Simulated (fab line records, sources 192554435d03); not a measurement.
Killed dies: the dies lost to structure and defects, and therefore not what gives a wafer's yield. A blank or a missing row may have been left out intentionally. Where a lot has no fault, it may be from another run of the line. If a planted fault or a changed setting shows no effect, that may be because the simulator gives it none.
Comparing a struck lot with a sound one / flow n5 finfet / 39 steps out of a route of 1938
Sound: wafers L705.1, L705.3, L705.5. Struck: wafer L715.5 (left out: L715.3, a lot-mate that was not struck); the cause follows at the end.
Each step with rows lists, per side, the tool, then ch with its chambers, then its first start. Under that, the readings that differ: sound wafers / struck wafers / difference of the means / sigmas: that difference in standard deviations of wafers without a fault.
alike: readings with means less than 2 such deviations apart, plus words and numbers identical on both sides. not compared: withheld readings, readings lacking a value on some wafer, bounds such as >300 that could conceal the same value, and numbers that have no deviation in the record and whose values overlap.
A row with sigmas, a row that says differs or no value, or rows on one side alone: a step with any of these is where the two part. Non-overlapping numbers with no deviation appear without sigmas and do not part them. A reading missing from all wafers of one side parts the sides only when that side holds two or more wafers.

first, 9 steps without rows for these wafers: N5_BEOL_M1_COAT_05 (resist thk 30 nm); N5_BEOL_M1_EBR_07; N5_BEOL_M1_SOFTBAKE_06 (time 60 s); N5_BEOL_M1_EXPOSE_08 (exposes mask M1); N5_BEOL_M1_PEB_09 (peb time 60 s); N5_BEOL_M1_DEVELOP_10 (develop time 30 s); N5_BEOL_M1_DESCUM_16 (chemistry O2, time 7 s); N5_BEOL_M1_ETCH_74 (etches underlayer in N2/H2, target depth 6.5 nm, time 5.2 s); N5_BEOL_M1_ETCH_63 (etches SiARC in CF4, target depth 15.6 nm, time 26 s).
N5_BEOL_M1_ETCH_64: etches SOC in N2/H2, target depth 75 nm, overetch 15 nm, time 112.5 s.
  sound on rie diel-06 ch 0,2,3, day 6 15:01; struck on rie diel-06 ch 0, day 9 00:57
reading=model.SiARC_of_BEOL_M1_COAT_62.thk nm (nm); sound=6.6 6.4 6.6; struck=4.2; difference=-2.3; sigmas=
reading=model.BEOL_M1.cd offset nm (nm); sound=0.2 0 0; struck=1.4; difference=+1.3; sigmas=
  alike: drypump motor current A, oes product au, rf vpp V, showerhead plenum p Torr, throttle valve pct
  not compared: rf hours counter h
then, 3 steps without rows for these wafers: N5_BEOL_M1_STRIP_65 (strips in N2/H2); N5_BEOL_M1_STRIP_75 (strips in N2/H2); N5_BEOL_M1_STRIP_66 (strips in CF4).
N5_BEOL_M1_HM_OPEN_17: chemistry Cl2/BCl3, target TiN, target depth 20 nm, overetch 6 nm.
  sound on rie metal-03 ch 1, day 6 15:11; struck on rie metal-01 ch 1, day 9 01:11
reading=model.BEOL_M1.cd offset nm (nm); sound=0.4 0 0.2; struck=1.4; difference=+1.2; sigmas=
  alike: drypump motor current A, oes product au, throttle valve pct
  not compared: rf hours counter h
then, 1 step without rows for these wafers: N5_BEOL_M1_STRIP_19 (strips in O2).
N5_BEOL_M1_CD_MEAS_18: pitch 36 nm, target cd 18 nm.
  sound on cd sem-03 at day 6 15:27; struck on cd sem-03 at day 9 01:27
reading=cd nm (nm); sound=18.1 17.5 18.1; struck=19.4; difference=+1.5; sigmas=+4
then, 20 steps without rows for these wafers: N5_BEOL_M1_COAT_67 (time 60 s, resist thk 60 nm); N5_BEOL_M1_COAT_68 (time 60 s, resist thk 12 nm); N5_BEOL_M1_COAT_76 (time 60 s, resist thk 5 nm); N5_BEOL_M1_COAT_22 (resist thk 30 nm); N5_BEOL_M1_EBR_24; N5_BEOL_M1_SOFTBAKE_23 (time 60 s); N5_BEOL_M1_EXPOSE_25 (exposes mask V0, defocus 5 nm, target cd 24 nm); N5_BEOL_M1_PEB_26 (peb time 60 s); N5_BEOL_M1_DEVELOP_27 (develop time 30 s); N5_BEOL_M1_DESCUM_33 (chemistry O2, time 7 s); N5_BEOL_M1_ETCH_77 (etches underlayer in N2/H2, target depth 6.5 nm, time 5.2 s); N5_BEOL_M1_ETCH_69 (etches SiARC in CF4, target depth 15.6 nm, time 26 s); N5_BEOL_M1_ALD_98 (deposits SiO2, target thk 2.5 nm, pulse time 1 s, co reactant pulse time 1 s); N5_BEOL_M1_ETCHBACK_99 (etches SiO2 in CHF3, target depth 5 nm, time 10.4 s); N5_BEOL_M1_ETCH_70 (etches SOC in N2/H2, target depth 80 nm, overetch 16 nm, time 120 s); N5_BEOL_M1_STRIP_71 (strips in N2/H2); N5_BEOL_M1_STRIP_78 (strips in N2/H2); N5_BEOL_M1_VIA_ETCH_34 (etches the open film in C4F6/O2, target depth 67.8 nm, time 64.4 s); N5_BEOL_M1_STRIP_83 (strips in C4F6/O2); N5_BEOL_M1_STRIP_36 (strips in N2/H2).
N5_BEOL_M1_CD_MEAS_35: target cd 18 nm, target cd y 21 nm.
  sound on cd sem-01 at day 7 03:36; struck on cd sem-02 at day 9 03:31
reading=cd nm (nm); sound=17.8 18.1 18.1; struck=19.6; difference=+1.6; sigmas=+4
-- here the record skips 3 days between the struck wafers' starts before and after, leaving off in module BEOL_M1 and picking up in module BEOL_M4 (first step shown: number 1111 of the route) --
N5_BEOL_M4_RC_MEAS_101:
  sound on prober-02 ch 0, day 9 01:35; struck on prober-02 ch 0, day 12 14:17
reading=DIBL_P (mV/V); sound=38.0 39.2 39.6; struck=33.5; difference=-5.4; sigmas=-2
reading=IOFF_N (nA/um); sound=0.18 0.20 0.21; struck=0.12; difference=-0.08; sigmas=-2
reading=IOFF_P (nA/um); sound=0.26 0.28 0.30; struck=0.17; difference=-0.11; sigmas=-3
reading=VT_P (mV); sound=-246.5 -244.1 -244.3; struck=-252.5; difference=-7.5; sigmas=-3
  alike: DIBL_N, ION_N, ION_P, SS_N, SS_P, VT_N
-- record jumps: 5 days separate the struck wafers' starts on either side; left off in module BEOL_M4, taken up again in module PASSIVATION, whose first shown step is the route's number 1936 --
N5_PASSIVATION_PROBE_49:
  sound on prober-02 at day 14 05:35; struck on prober-02 at day 17 02:55
reading=defect limited yield (%); sound=92.4 91.9 94.2; struck=89.4; difference=-3.4; sigmas=-2
reading=killed at other; sound=4 1 1; struck=11; difference=+9; sigmas=+3
reading=killed dies; sound=90 95 68; struck=125; difference=+41; sigmas=+2
reading=killed open; sound=56 55 47; struck=88; difference=+35; sigmas=+3
reading=sort_bin_5_function (%); sound=4.3 4.2 3.0; struck=6.4; difference=+2.6; sigmas=+3
reading=sort n pass; sound=1090 1085 1112; struck=1055; difference=-41; sigmas=-2
reading=sort yield pct (%); sound=92.4 91.9 94.2; struck=89.4; difference=-3.4; sigmas=-2
  alike: killed_at_M0_to_M3, killed_at_M4_up, killed at contacts, killed at front end, killed short, sort_bin_6_memory

== WHERE THEY PART ==
Last at N5_PASSIVATION_PROBE_49 as far as this record goes, first at N5_BEOL_M1_CD_MEAS_18.

WHY: what had been put in by the simulator
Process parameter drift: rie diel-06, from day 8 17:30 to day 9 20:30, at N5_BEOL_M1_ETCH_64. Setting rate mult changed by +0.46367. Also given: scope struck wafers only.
